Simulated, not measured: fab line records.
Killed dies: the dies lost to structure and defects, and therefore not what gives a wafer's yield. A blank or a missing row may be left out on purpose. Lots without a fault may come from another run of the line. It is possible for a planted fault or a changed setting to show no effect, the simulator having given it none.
fab line records	flow nandHarc
record lots=24	wafers=72	lastDay=33
route steps=1302 shown A_STAIRCASE@675
lots untouched by any fault: they come from a run of this same line in which no faults occurred
startH: hours from the record's first day to the start of the lot's first wafer shown	waitH: time in hours since the lot's previous step	" unchanged from the row above	L1.1+2: several wafers, shown together as one row	- either no value or no given start	* or withheld: withheld	< > ~ a bound
route shown NAME@n: NAME is a module with steps in the file, n the number in the route of the first one	usual: mean/standard deviation of fault-free wafers	same: alike in all rows	chamber/n: place in a boat	sites: readings site by site	_std_site: standard deviation of those values	_edge_site: outer sites' mean less inner sites'	radiusMm: for every site, how far away it sits from the centre of the wafer	mask NAME#n: copy n	behind: tool/chamber where the wafer was last shaped	hold: why the lot went on hold/how many hours it stayed there/how the hold came to an end	device: which transistor (n, p or np) failed to switch	end of line: the route-end tests of the same wafers	a step without rows: its recipe alone	killed: not the wafer's yield, but the dies lost to structure and defects at the first sort	map: the dies of a wafer, with x for killed, . for not killed, _ for no die there
set.NAME: the run value of the setting; set.NAME@STEP: its run value at that earlier step	model.NAME: the simulator's own value behind a step, which no gauge read
steps of the route over a sample of lots; a table a step, a row a wafer
services: the hour from which a tool's chamber was out of use, counted from the record's first day as startH (under 0 if before that day), plus the number of hours and why
## steps
# step NHARC_A_STAIRCASE_ETCH_19
# recipe targetDepthA=1000	timeS=40.5	ionEnergyEv=400	c4f8FlowSccm=20	o2FlowSccm=10	arFlowSccm=withheld	rfW=600	biasW=1000	chemistry=C4F8/O2
# usual oesProductAu=0.945/0.016	rfVppV=894/6.4
lot.wafer	tool	chamber	startH	waitH	oesProductAu	rfHoursCounterH	rfVppV
L074.1	rieDiel-12	0	-	-	0.966	23	889
L074.6	"	0	"	"	0.962	-	888
L074.5	"	1	"	"	0.937	-	889
L076.1	rieDiel-12	0	-	-	0.946	30	890
L076.3	"	2	"	"	0.944	21	901
L076.6	"	0	"	"	0.939	-	891
L075.3	rieDiel-03	2	-	-	0.943	22	888
L075.6	"	1	"	"	0.951	-	900
L075.4	"	2	"	"	0.940	-	889
L077.4	rieDiel-03	3	-	-	0.942	33	905
L077.3	"	0	"	"	0.943	28	891
L077.6	"	2	"	"	0.951	-	888
L078.2	rieDiel-12	3	-	-	0.947	36	895
L078.1	"	1	"	"	0.944	38	887
L078.6	"	2	"	"	0.950	-	899
L079.2	rieDiel-03	1	-	-	0.939	31	900
L079.3	"	0	"	"	0.957	32	890
L079.6	"	1	"	"	0.946	-	899
L080.2	rieDiel-12	0	-	-	0.956	48	890
L080.1	"	3	"	"	0.938	44	896
L080.4	"	0	"	"	0.947	-	888
L081.3	rieDiel-03	3	-	-	0.932	50	906
L081.5	"	2	"	"	0.933	-	887
L081.6	"	3	"	"	0.924	-	904
L082.3	rieDiel-03	0	-	-	0.951	47	891
L082.6	"	1	"	"	0.960	-	899
L082.5	"	2	"	"	0.973	-	888
L083.3	rieDiel-03	0	-	-	0.943	49	891
L083.2	"	2	"	"	0.933	46	887
L083.4	"	3	"	"	0.935	54	906
L084.3	rieDiel-12	3	-	-	0.949	1	896
L084.6	"	0	"	"	0.952	-	889
L084.5	"	1	"	"	0.949	-	888
L085.1	rieDiel-12	0	461.27	-	1.007	2	889
L085.2	"	2	"	"	0.971	1	901
L085.6	"	3	"	"	0.998	-	896
L086.4	rieDiel-03	2	-	-	0.960	2	886
L086.5	"	2	"	"	0.954	-	888
L086.6	"	3	"	"	0.943	-	905
L087.4	rieDiel-03	3	-	-	0.936	6	905
L087.1	"	1	"	"	0.948	6	899
L087.6	"	3	"	"	0.942	-	905
L088.3	rieDiel-12	1	-	-	0.942	12	889
L088.1	"	2	"	"	0.919	12	900
L088.2	"	0	"	"	0.949	12	889
L089.3	rieDiel-12	0	-	-	0.937	12	890
L089.5	"	0	"	"	0.936	-	890
L089.6	"	1	"	"	0.943	-	886
L090.4	rieDiel-13	0	-	-	0.960	62	904
L090.3	"	1	"	"	0.946	55	889
L090.6	"	2	"	"	0.950	-	892
L091.1	rieDiel-13	2	-	-	0.958	60	892
L091.3	"	3	"	"	0.957	67	889
L091.5	"	1	"	"	0.962	-	888
L092.3	rieDiel-12	1	-	-	0.931	24	888
L092.6	"	3	"	"	0.920	-	896
L092.4	"	2	"	"	0.904	-	900
L093.3	rieDiel-03	1	-	-	0.945	28	899
L093.4	"	2	"	"	0.943	26	887
L093.5	"	0	"	"	0.930	-	891
L094.1	rieDiel-12	3	-	-	0.931	30	895
L094.2	"	0	"	"	0.962	27	888
L094.5	"	3	"	"	0.938	-	895
L095.4	rieDiel-03	2	-	-	0.955	33	887
L095.6	"	2	"	"	0.955	-	887
L095.5	"	3	"	"	0.949	-	905
L097.4	rieDiel-13	0	-	-	0.935	10	905
L097.3	"	1	"	"	0.950	15	888
L097.5	"	3	"	"	0.947	-	889
L096.2	rieDiel-03	0	-	-	0.948	32	890
L096.3	"	1	"	"	0.932	36	897
L096.5	"	3	"	"	0.938	-	904
# step NHARC_A_STAIRCASE_ETCH_23
# recipe targetDepthA=1000	timeS=40.5	ionEnergyEv=400	c4f8FlowSccm=20	o2FlowSccm=10	arFlowSccm=withheld	rfW=600	biasW=1000	chemistry=C4F8/O2
# usual oesProductAu=0.952/0.013	rfVppV=894/6.6
lot.wafer	tool	chamber	startH	waitH	oesProductAu	rfHoursCounterH	rfVppV
L074.1	rieDiel-12	3	-	-	0.945	25	898
L074.5	"	0	"	"	0.947	-	889
L074.6	"	1	"	"	0.922	-	887
L076.1	rieDiel-12	2	-	-	0.949	21	900
L076.3	"	0	"	"	0.951	30	889
L076.6	"	2	"	"	0.942	-	901
L075.3	rieDiel-12	0	-	-	0.979	31	889
L075.4	"	3	"	"	0.942	30	896
L075.6	"	0	"	"	0.979	-	891
L077.3	rieDiel-03	3	-	-	0.938	33	904
L077.4	"	1	"	"	0.954	28	899
L077.6	"	3	"	"	0.949	-	906
L078.2	rieDiel-12	1	-	-	0.956	39	889
L078.1	"	0	"	"	0.951	40	890
L078.6	"	2	"	"	0.955	-	900
L079.2	rieDiel-13	3	-	-	0.940	20	892
L079.3	"	0	"	"	0.966	20	906
L079.6	"	3	"	"	0.950	-	890
L080.1	rieDiel-13	3	-	-	0.972	29	890
L080.2	"	1	"	"	0.967	22	890
L080.4	"	2	"	"	0.983	24	894
L081.3	rieDiel-12	3	-	-	0.945	50	896
L081.6	"	0	"	"	0.976	-	888
L081.5	"	1	"	"	0.955	-	886
L082.3	rieDiel-03	1	-	-	0.956	44	899
L082.5	"	2	"	"	0.967	-	889
L082.6	"	3	"	"	0.932	-	905
L083.2	rieDiel-13	1	-	-	0.958	33	889
L083.3	"	3	"	"	0.954	40	889
L083.4	"	0	"	"	0.948	39	905
L084.3	rieDiel-13	3	-	-	0.971	43	888
L084.5	"	3	"	"	0.974	-	890
L084.6	"	0	"	"	0.957	-	906
L085.1	rieDiel-13	3	-	-	0.946	44	889
L085.2	"	0	"	"	0.945	43	905
L085.6	"	3	"	"	0.955	-	891
L086.4	rieDiel-03	3	-	-	0.946	2	903
L086.5	"	2	"	"	0.950	-	888
L086.6	"	3	"	"	0.949	-	904
L087.1	rieDiel-12	2	-	-	0.950	10	899
L087.4	"	3	"	"	0.947	10	896
L087.6	"	0	"	"	0.972	-	890
L088.3	rieDiel-12	0	-	-	0.940	12	888
L088.2	"	1	"	"	0.948	13	887
L088.1	"	3	"	"	0.929	12	896
L089.3	rieDiel-03	0	-	-	0.963	9	891
L089.6	"	2	"	"	0.950	-	888
L089.5	"	3	"	"	0.953	-	904
L090.4	rieDiel-03	2	-	-	0.946	13	887
L090.3	"	3	"	"	0.947	13	904
L090.6	"	1	"	"	0.941	-	901
L091.3	rieDiel-13	0	-	-	0.958	62	904
L091.1	"	1	"	"	0.944	55	888
L091.5	"	0	"	"	0.955	-	904
L092.4	rieDiel-03	0	-	-	0.945	18	891
L092.3	"	2	"	"	0.954	19	887
L092.6	"	3	"	"	0.955	-	905
L093.4	rieDiel-12	3	-	-	0.939	27	895
L093.3	"	0	"	"	0.976	24	888
L093.5	"	3	"	"	0.956	-	897
L094.1	rieDiel-03	0	-	-	0.958	28	892
L094.2	"	1	"	"	0.940	32	898
L094.5	"	3	"	"	0.967	-	906
L095.4	rieDiel-03	0	-	-	0.939	30	891
L095.6	"	2	"	"	0.953	-	886
L095.5	"	3	"	"	0.935	-	905
L097.3	rieDiel-12	1	-	-	0.952	41	886
L097.4	"	2	"	"	0.939	38	898
L097.5	"	1	"	"	0.950	-	887
L096.3	rieDiel-12	1	-	-	0.951	43	886
L096.2	"	2	"	"	0.922	39	900
L096.5	"	0	"	"	0.987	-	888
# step NHARC_A_STAIRCASE_ETCH_194
# recipe targetDepthA=1000	timeS=40.5	ionEnergyEv=400	c4f8FlowSccm=20	o2FlowSccm=10	arFlowSccm=withheld	rfW=600	biasW=1000	chemistry=C4F8/O2
# usual oesProductAu=0.946/0.011	rfVppV=894/6.4
lot.wafer	tool	chamber	startH	waitH	oesProductAu	rfHoursCounterH	rfVppV
L074.1	rieDiel-12	2	-	-	0.942	17	901
L074.6	"	2	"	"	0.948	-	901
L074.5	"	3	"	"	0.960	-	898
L076.3	rieDiel-13	2	-	-	0.947	4	893
L076.1	"	0	"	"	0.953	6	906
L076.6	"	2	"	"	0.953	-	893
L075.3	rieDiel-13	1	-	-	0.960	7	889
L075.4	"	3	"	"	0.950	8	891
L075.6	"	1	"	"	0.952	-	890
L077.4	rieDiel-13	0	-	-	0.952	16	904
L077.3	"	1	"	"	0.951	13	889
L077.6	"	3	"	"	0.966	-	889
L078.1	rieDiel-03	3	-	-	0.948	36	904
L078.2	"	0	"	"	0.959	31	891
L078.6	"	2	"	"	0.957	-	887
L079.2	rieDiel-03	3	-	-	0.945	39	906
L079.3	"	0	"	"	0.954	34	891
L079.6	"	3	"	"	0.941	-	905
L080.2	rieDiel-12	2	-	-	0.966	32	901
L080.4	"	3	"	"	0.941	46	897
L080.1	"	0	"	"	0.958	50	888
L081.3	rieDiel-12	2	-	-	0.937	38	901
L081.6	"	0	"	"	0.964	-	888
L081.5	"	1	"	"	0.948	-	887
L082.3	rieDiel-03	0	-	-	0.954	48	892
L082.6	"	3	"	"	0.938	-	904
L082.5	"	0	"	"	0.955	-	891
L083.3	rieDiel-13	1	-	-	0.953	35	888
L083.2	"	2	"	"	0.950	37	892
L083.4	"	3	"	"	0.963	42	890
L084.3	rieDiel-12	0	-	-	0.941	3	889
L084.6	"	1	"	"	0.946	-	888
L084.5	"	2	"	"	0.936	-	900
L085.1	rieDiel-13	1	-	-	0.956	40	889
L085.2	"	2	"	"	0.961	43	893
L085.6	"	0	"	"	0.938	-	906
L086.4	rieDiel-12	0	-	-	0.937	8	888
L086.6	"	1	"	"	0.959	-	887
L086.5	"	2	"	"	0.936	-	900
L087.4	rieDiel-13	0	-	-	0.939	52	905
L087.1	"	2	"	"	0.965	49	892
L087.6	"	3	"	"	0.945	-	888
L089.3	rieDiel-12	2	-	-	0.937	13	899
L089.5	"	0	"	"	0.945	-	888
L089.6	"	1	"	"	0.939	-	887
L088.2	rieDiel-13	2	-	-	0.945	56	891
L088.1	"	3	"	"	0.945	61	889
L088.3	"	0	"	"	0.956	56	905
L090.4	rieDiel-12	3	-	-	0.949	16	895
L090.3	"	1	"	"	0.941	17	887
L090.6	"	3	"	"	0.950	-	896
L091.1	rieDiel-13	0	-	-	0.928	63	904
L091.3	"	3	"	"	0.943	68	890
L091.5	"	0	"	"	0.930	-	905
L092.4	rieDiel-03	1	-	-	0.930	20	899
L092.3	"	3	"	"	0.937	20	905
L092.6	"	2	"	"	0.945	-	887
L093.4	rieDiel-13	0	-	-	0.938	5	905
L093.3	"	2	"	"	0.935	6	890
L093.5	"	0	"	"	0.933	-	904
L094.2	rieDiel-12	3	-	-	0.934	31	896
L094.1	"	2	"	"	0.927	35	898
L094.5	"	0	"	"	0.955	-	889
L095.4	rieDiel-03	0	-	-	0.929	32	890
L095.6	"	3	"	"	0.935	-	904
L095.5	"	0	"	"	0.934	-	892
L097.3	rieDiel-13	1	-	-	0.946	16	888
L097.4	"	2	"	"	0.944	15	891
L097.5	"	3	"	"	0.941	-	888
L096.2	rieDiel-03	1	-	-	0.953	37	898
L096.3	"	0	"	"	0.937	33	890
L096.5	"	1	"	"	0.958	-	898
# step NHARC_A_STAIRCASE_TRIM_196
# recipe timeS=211.2	o2FlowSccm=500	arFlowSccm=0	biasW=0	chemistry=O2
# usual drypumpMotorCurrentA=5.7/0.35	oesProductAu=0.999/0.011	rfVppV=57.7/0.97	showerheadPlenumPTorr=3.47/0.17	throttleValvePct=17.036/0.0096
lot.wafer	tool	chamber	startH	waitH	drypumpMotorCurrentA	oesProductAu	rfHoursCounterH	rfVppV	showerheadPlenumPTorr	throttleValvePct
L074.1	rieDiel-12	1	349.32	0.1	5.4	0.994	22	57.1	3.32	17.034
L074.6	"	0	"	"	5.6	1.018	-	56.1	3.35	17.039
L074.5	"	1	"	"	5.4	0.986	-	56.4	3.32	17.032
L076.1	rieDiel-13	1	360.97	0.1	5.4	1.004	4	57.7	3.36	17.036
L076.3	"	2	"	"	6.6	1.008	4	57.9	3.45	17.033
L076.6	"	0	"	"	5.5	1.004	-	58.8	3.80	17.045
L075.3	rieDiel-12	0	367.08	0.1	5.6	1.003	33	57.4	3.34	17.030
L075.4	"	2	"	"	6.0	0.998	24	59.2	3.65	17.057
L075.6	"	1	"	"	5.5	0.990	-	57.8	3.31	17.051
L077.4	rieDiel-12	1	384.55	0.1	5.4	0.999	37	57.1	3.31	17.036
L077.3	"	3	"	"	5.9	0.989	35	58.0	3.54	17.032
L077.6	"	2	"	"	6.0	1.007	-	58.2	3.64	17.045
L078.2	rieDiel-12	0	390.07	0.1	5.6	1.015	41	57.4	3.34	17.047
L078.1	"	3	"	"	5.9	0.983	37	57.7	3.54	17.047
L078.6	"	1	"	"	5.5	1.010	-	54.9	3.31	17.040
L079.2	rieDiel-13	2	397.37	0.1	6.6	1.008	17	56.2	3.44	17.031
L079.3	"	3	"	"	5.6	1.000	21	57.6	3.36	17.042
L079.6	"	1	"	"	5.4	1.003	-	57.1	3.35	17.028
L080.1	rieDiel-12	2	417.43	0.1	6.0	1.006	32	59.4	3.64	17.040
L080.2	"	3	"	"	5.9	0.990	46	57.1	3.53	17.030
L080.4	"	0	"	"	5.6	1.014	50	58.2	3.33	17.023
L081.3	rieDiel-13	3	427.90	0.1	5.5	1.010	32	57.5	3.35	17.037
L081.5	"	2	"	"	6.6	1.009	-	58.1	3.44	17.044
L081.6	"	3	"	"	5.5	1.015	-	56.9	3.35	17.045
L082.3	rieDiel-13	1	449.98	0.2	5.4	1.007	32	58.0	3.34	17.047
L082.5	"	3	"	"	5.5	1.006	-	58.1	3.35	17.036
L082.6	"	0	"	"	5.5	1.003	-	58.3	3.79	17.031
L083.4	rieDiel-13	1	454.97	0.1	5.4	1.011	35	56.9	3.34	17.053
L083.3	"	3	"	"	5.5	1.003	42	58.1	3.35	17.030
L083.2	"	0	"	"	5.5	0.999	40	57.9	3.78	17.025
L084.3	rieDiel-12	3	464.86	0.1	5.9	0.982	3	57.2	3.53	17.014
L084.5	"	2	"	"	6.0	0.973	-	57.7	3.63	17.046
L084.6	"	3	"	"	5.9	0.986	-	57.9	3.53	17.038
L085.1	rieDiel-12	1	468.27	0.1	5.4	1.008	4	56.4	3.30	17.052
L085.2	"	2	"	"	5.9	0.981	4	60.3	3.63	17.036
L085.6	"	0	"	"	5.6	1.000	-	57.6	3.33	17.044
L086.4	rieDiel-03	0	483.07	0.1	5.5	0.991	4	57.0	3.40	17.038
L086.5	"	3	"	"	5.3	0.989	-	57.1	3.77	17.037
L086.6	"	0	"	"	5.5	0.994	-	57.2	3.40	17.042
L087.4	rieDiel-12	3	497.24	0.1	5.9	0.989	10	58.6	3.52	17.041
L087.1	"	0	"	"	5.6	0.994	10	57.3	3.32	17.025
L087.6	"	1	"	"	5.4	1.002	-	57.2	3.29	17.022
L089.3	rieDiel-12	0	507.47	0.1	5.6	1.010	14	56.4	3.32	17.035
L089.5	"	2	"	"	6.0	0.992	-	56.8	3.63	17.032
L089.6	"	3	"	"	5.9	0.992	-	57.8	3.52	17.038
L088.3	rieDiel-03	0	507.76	0.1	5.5	0.993	11	57.0	3.39	17.031
L088.1	"	1	"	"	5.4	1.000	10	57.1	3.61	17.026
L088.2	"	2	"	"	6.1	0.999	9	56.8	3.31	17.027
L090.3	rieDiel-13	0	518.47	0.1	5.5	0.997	63	58.8	3.77	17.012
L090.4	"	1	"	"	5.4	0.994	56	57.5	3.33	17.022
L090.6	"	3	"	"	5.6	1.010	-	57.8	3.33	17.032
L091.1	rieDiel-03	2	519.95	1.1	6.1	1.013	15	57.7	3.31	17.038
L091.3	"	3	"	"	5.3	1.008	14	58.6	3.76	17.031
L091.5	"	2	"	"	6.1	1.001	-	58.5	3.31	17.041
L092.3	rieDiel-03	1	531.06	0.1	5.3	0.994	20	57.3	3.61	17.055
L092.4	"	2	"	"	6.1	0.995	20	56.1	3.31	17.043
L092.6	"	1	"	"	5.3	0.980	-	59.6	3.61	17.015
L093.3	rieDiel-12	2	555.73	0.1	6.0	0.987	30	57.9	3.62	17.044
L093.4	"	0	"	"	5.6	1.009	24	56.4	3.32	17.031
L093.5	"	2	"	"	6.0	0.981	-	58.4	3.62	17.034
L094.2	rieDiel-12	2	572.19	0.1	6.0	0.990	35	58.5	3.62	17.041
L094.1	"	0	"	"	5.6	1.027	28	58.0	3.32	17.029
L094.5	"	2	"	"	6.0	0.995	-	56.1	3.62	17.045
L095.4	rieDiel-12	0	580.34	0.1	5.6	1.018	33	57.0	3.31	17.036
L095.6	"	2	"	"	6.0	0.989	-	57.9	3.61	17.042
L095.5	"	3	"	"	5.9	0.983	-	57.3	3.51	17.026
L097.3	rieDiel-13	0	581.23	0.1	5.5	0.996	10	58.1	3.76	17.031
L097.4	"	2	"	"	6.6	1.005	15	57.0	3.41	17.042
L097.5	"	3	"	"	5.5	0.990	-	57.2	3.33	17.035
L096.3	rieDiel-13	3	586.02	0.1	5.5	1.008	12	56.3	3.32	17.032
L096.2	"	2	"	"	6.6	1.005	18	55.2	3.41	17.040
L096.5	"	0	"	"	5.5	0.985	-	58.0	3.76	17.034
# step NHARC_A_STAIRCASE_ETCH_197
# recipe targetDepthA=1000	timeS=40.5	ionEnergyEv=400	c4f8FlowSccm=20	o2FlowSccm=10	arFlowSccm=withheld	rfW=600	biasW=1000	chemistry=C4F8/O2
# usual oesProductAu=0.948/0.018	rfVppV=894/6.2
lot.wafer	tool	chamber	startH	waitH	oesProductAu	rfHoursCounterH	rfVppV
L074.1	rieDiel-12	1	-	-	0.931	22	888
L074.5	"	1	"	"	0.922	-	887
L074.6	"	2	"	"	0.943	-	900
L076.1	rieDiel-13	3	-	-	0.945	6	890
L076.3	"	1	"	"	0.958	4	889
L076.6	"	3	"	"	0.950	-	891
L075.4	rieDiel-12	1	-	-	0.952	31	888
L075.3	"	2	"	"	0.977	24	901
L075.6	"	1	"	"	0.956	-	889
L077.4	rieDiel-12	1	-	-	0.952	38	889
L077.3	"	2	"	"	0.969	27	901
L077.6	"	1	"	"	0.963	-	888
L078.2	rieDiel-12	3	-	-	0.970	37	895
L078.1	"	2	"	"	0.975	30	900
L078.6	"	0	"	"	0.963	-	889
L079.3	rieDiel-13	2	-	-	0.976	17	894
L079.2	"	3	"	"	0.985	21	890
L079.6	"	0	"	"	0.962	-	906
L080.1	rieDiel-12	0	-	-	0.971	50	890
L080.2	"	2	"	"	0.961	33	899
L080.4	"	3	"	"	0.950	46	895
L081.3	rieDiel-13	0	-	-	0.921	30	904
L081.6	"	2	"	"	0.927	-	893
L081.5	"	3	"	"	0.927	-	890
L082.3	rieDiel-13	2	-	-	0.965	34	894
L082.5	"	3	"	"	0.960	-	890
L082.6	"	0	"	"	0.950	-	906
L083.3	rieDiel-13	3	-	-	0.960	42	889
L083.4	"	0	"	"	0.945	40	905
L083.2	"	1	"	"	0.952	35	890
L084.3	rieDiel-12	3	-	-	0.930	3	897
L084.5	"	1	"	"	0.954	-	888
L084.6	"	2	"	"	0.926	-	902
L085.1	rieDiel-12	0	-	-	0.939	4	889
L085.2	"	2	"	"	0.950	4	900
L085.6	"	0	"	"	0.941	-	888
L086.4	rieDiel-03	3	-	-	0.953	4	905
L086.5	"	1	"	"	0.956	-	898
L086.6	"	2	"	"	0.966	-	889
L087.4	rieDiel-12	2	-	-	0.941	10	901
L087.1	"	3	"	"	0.949	10	896
L087.6	"	0	"	"	0.967	-	889
L089.3	rieDiel-12	2	-	-	0.932	14	900
L089.6	"	1	"	"	0.949	-	889
L089.5	"	2	"	"	0.933	-	900
L088.3	rieDiel-03	2	-	-	0.969	9	888
L088.2	"	3	"	"	0.966	10	904
L088.1	"	0	"	"	0.950	11	891
L090.3	rieDiel-13	0	-	-	0.938	63	905
L090.4	"	2	"	"	0.931	61	893
L090.6	"	1	"	"	0.941	-	890
L091.3	rieDiel-03	0	-	-	0.917	14	891
L091.1	"	1	"	"	0.914	15	899
L091.5	"	3	"	"	0.920	-	903
L092.4	rieDiel-03	3	-	-	0.944	20	905
L092.3	"	0	"	"	0.929	19	890
L092.6	"	2	"	"	0.944	-	887
L093.3	rieDiel-12	3	-	-	0.928	27	895
L093.4	"	1	"	"	0.918	32	886
L093.5	"	3	"	"	0.915	-	894
L094.1	rieDiel-12	3	-	-	0.937	31	896
L094.2	"	1	"	"	0.927	37	886
L094.5	"	0	"	"	0.950	-	886
L095.4	rieDiel-12	2	-	-	0.937	39	899
L095.6	"	2	"	"	0.945	-	901
L095.5	"	3	"	"	0.942	-	895
L097.4	rieDiel-13	0	-	-	0.930	11	905
L097.3	"	2	"	"	0.941	15	891
L097.5	"	1	"	"	0.940	-	888
L096.2	rieDiel-13	3	-	-	0.947	12	888
L096.3	"	1	"	"	0.956	18	889
L096.5	"	2	"	"	0.974	-	893
# step NHARC_A_STAIRCASE_TRIM_198
# recipe timeS=211.2	o2FlowSccm=500	arFlowSccm=0	biasW=0	chemistry=O2
# usual drypumpMotorCurrentA=5.7/0.35	oesProductAu=0.999/0.011	rfVppV=57.6/0.9	showerheadPlenumPTorr=3.47/0.16	throttleValvePct=17.036/0.0088
lot.wafer	tool	chamber	startH	waitH	drypumpMotorCurrentA	oesProductAu	rfHoursCounterH	rfVppV	showerheadPlenumPTorr	throttleValvePct
L074.1	rieDiel-12	0	-	-	5.6	1.010	24	57.0	3.35	17.022
L074.5	"	3	"	"	5.9	0.992	-	56.8	3.54	17.038
L074.6	"	0	"	"	5.6	1.012	-	57.1	3.35	17.046
L076.3	rieDiel-13	3	-	-	5.6	1.006	6	57.4	3.37	17.036
L076.1	"	2	"	"	6.6	1.004	4	58.2	3.45	17.027
L076.6	"	3	"	"	5.5	1.010	-	56.9	3.37	17.040
L075.4	rieDiel-12	2	-	-	6.0	1.004	24	58.0	3.65	17.046
L075.3	"	0	"	"	5.6	1.019	33	57.7	3.34	17.044
L075.6	"	1	"	"	5.4	0.994	-	56.7	3.31	17.055
L077.3	rieDiel-12	1	-	-	5.5	0.993	38	57.3	3.31	17.032
L077.4	"	2	"	"	6.0	1.003	27	57.5	3.64	17.030
L077.6	"	3	"	"	5.9	1.005	-	59.5	3.54	17.031
L078.2	rieDiel-12	3	-	-	5.9	0.997	37	58.0	3.54	17.031
L078.1	"	0	"	"	5.6	1.009	41	58.3	3.34	17.041
L078.6	"	1	"	"	5.5	0.987	-	55.7	3.31	17.023
L079.3	rieDiel-13	1	-	-	5.4	1.017	18	58.3	3.35	17.037
L079.2	"	0	"	"	5.5	1.004	21	58.6	3.80	17.018
L079.6	"	1	"	"	5.4	0.998	-	56.9	3.35	17.035
L080.4	rieDiel-12	1	-	-	5.5	0.996	48	58.0	3.30	17.044
L080.2	"	2	"	"	6.0	0.998	33	56.3	3.64	17.053
L080.1	"	3	"	"	5.9	1.001	46	57.5	3.53	17.016
L081.3	rieDiel-13	1	-	-	5.4	1.018	27	56.7	3.35	17.045
L081.5	"	1	"	"	5.4	1.016	-	58.2	3.35	17.056
L081.6	"	2	"	"	6.6	1.007	-	59.4	3.44	17.039
L082.3	rieDiel-13	0	-	-	5.5	1.005	38	58.5	3.79	17.046
L082.5	"	3	"	"	5.5	1.006	-	56.8	3.35	17.035
L082.6	"	0	"	"	5.5	1.010	-	59.5	3.79	17.040
L083.2	rieDiel-13	3	-	-	5.6	1.001	42	56.9	3.35	17.038
L083.3	"	0	"	"	5.5	1.010	40	58.4	3.78	17.042
L083.4	"	1	"	"	5.4	1.009	35	54.6	3.34	17.015
L084.3	rieDiel-12	3	-	-	5.9	0.990	3	58.2	3.53	17.029
L084.6	"	0	"	"	5.6	0.996	-	57.6	3.33	17.034
L084.5	"	1	"	"	5.4	1.006	-	56.9	3.30	17.027
L085.2	rieDiel-12	2	-	-	6.0	0.975	4	57.0	3.63	17.054
L085.1	"	3	"	"	5.9	0.988	4	56.9	3.53	17.019
L085.6	"	3	"	"	5.9	0.988	-	57.2	3.53	17.033
L086.4	rieDiel-03	3	-	-	5.3	0.991	4	58.6	3.77	17.028
L086.6	"	1	"	"	5.3	0.982	-	57.9	3.61	17.026
L086.5	"	2	"	"	6.1	1.000	-	56.5	3.31	17.034
L087.4	rieDiel-12	2	-	-	6.0	0.992	10	58.1	3.63	17.028
L087.1	"	3	"	"	5.9	0.987	10	57.5	3.52	17.049
L087.6	"	3	"	"	5.9	0.986	-	58.4	3.52	17.036
L089.3	rieDiel-12	0	-	-	5.6	1.014	14	58.5	3.32	17.040
L089.5	"	1	"	"	5.4	1.006	-	56.9	3.29	17.037
L089.6	"	2	"	"	6.0	0.996	-	58.2	3.63	17.022
L088.1	rieDiel-03	1	-	-	5.4	0.989	10	57.6	3.61	17.035
L088.3	"	2	"	"	6.1	0.999	9	57.5	3.31	17.047
L088.2	"	0	"	"	5.5	0.989	11	56.8	3.39	17.037
L091.1	rieDiel-03	0	-	-	5.5	0.991	15	56.8	3.39	17.030
L091.3	"	2	"	"	6.1	1.002	15	57.3	3.31	17.039
L091.5	"	0	"	"	5.5	0.992	-	56.5	3.39	17.041
L090.4	rieDiel-03	1	521.64	-	5.3	0.986	16	57.6	3.61	17.035
L090.3	"	2	"	"	6.1	0.991	16	56.7	3.31	17.037
L090.6	"	1	"	"	5.3	0.984	-	57.6	3.61	17.036
L092.4	rieDiel-03	3	-	-	5.3	0.997	20	58.2	3.76	17.032
L092.3	"	1	"	"	5.4	0.997	20	57.5	3.61	17.041
L092.6	"	2	"	"	6.1	1.000	-	57.0	3.31	17.027
L093.3	rieDiel-12	3	-	-	5.9	0.992	27	57.9	3.51	17.034
L093.4	"	1	"	"	5.4	1.006	32	55.6	3.28	17.029
L093.5	"	3	"	"	5.9	0.982	-	57.4	3.51	17.043
L094.1	rieDiel-12	1	-	-	5.4	0.998	41	56.6	3.28	17.046
L094.2	"	3	"	"	5.9	0.990	33	56.9	3.51	17.034
L094.5	"	0	"	"	5.6	1.023	-	56.7	3.31	17.042
L095.4	rieDiel-12	0	-	-	5.6	1.015	33	57.9	3.31	17.046
L095.5	"	2	"	"	6.0	0.970	-	57.6	3.61	17.029
L095.6	"	3	"	"	5.9	0.991	-	58.3	3.51	17.033
L097.4	rieDiel-13	3	-	-	5.5	1.006	10	56.6	3.33	17.031
L097.3	"	1	"	"	5.4	0.998	16	58.6	3.32	17.037
L097.5	"	3	"	"	5.5	0.988	-	57.3	3.33	17.034
L096.2	rieDiel-13	3	-	-	5.5	0.997	14	59.0	3.32	17.048
L096.3	"	1	"	"	5.4	0.994	22	58.1	3.32	17.042
L096.5	"	1	"	"	5.4	1.000	-	56.4	3.32	17.035
## services
tool	chamber	startH	hours	kind
rieDiel-12	0	326.56	-	clean
rieDiel-12	1	326.56	-	clean
rieDiel-12	2	326.56	-	clean
rieDiel-12	3	326.56	-	clean
rieDiel-13	-	342.11	9.0	pm
rieDiel-12	0	353.13	-	clean
rieDiel-12	1	353.13	-	clean
rieDiel-12	2	353.13	-	clean
rieDiel-12	3	353.13	-	clean
rieDiel-03	0	359.61	6.1	repair
rieDiel-12	0	377.63	-	clean
rieDiel-12	1	377.63	-	clean
rieDiel-12	2	377.63	-	clean
rieDiel-12	3	377.63	-	clean
rieDiel-12	0	402.16	-	clean
rieDiel-12	2	406.71	10.1	repair
rieDiel-03	2	421.02	1.3	repair
rieDiel-13	3	422.60	3.9	repair
rieDiel-12	-	445.56	9.0	pm
rieDiel-13	-	521.62	9.0	pm
rieDiel-12	0	526.03	5.7	repair
rieDiel-03	-	533.13	0.7	repair
rieDiel-12	0	536.48	5.4	repair
rieDiel-03	2	543.29	7.7	repair
## key
fault none
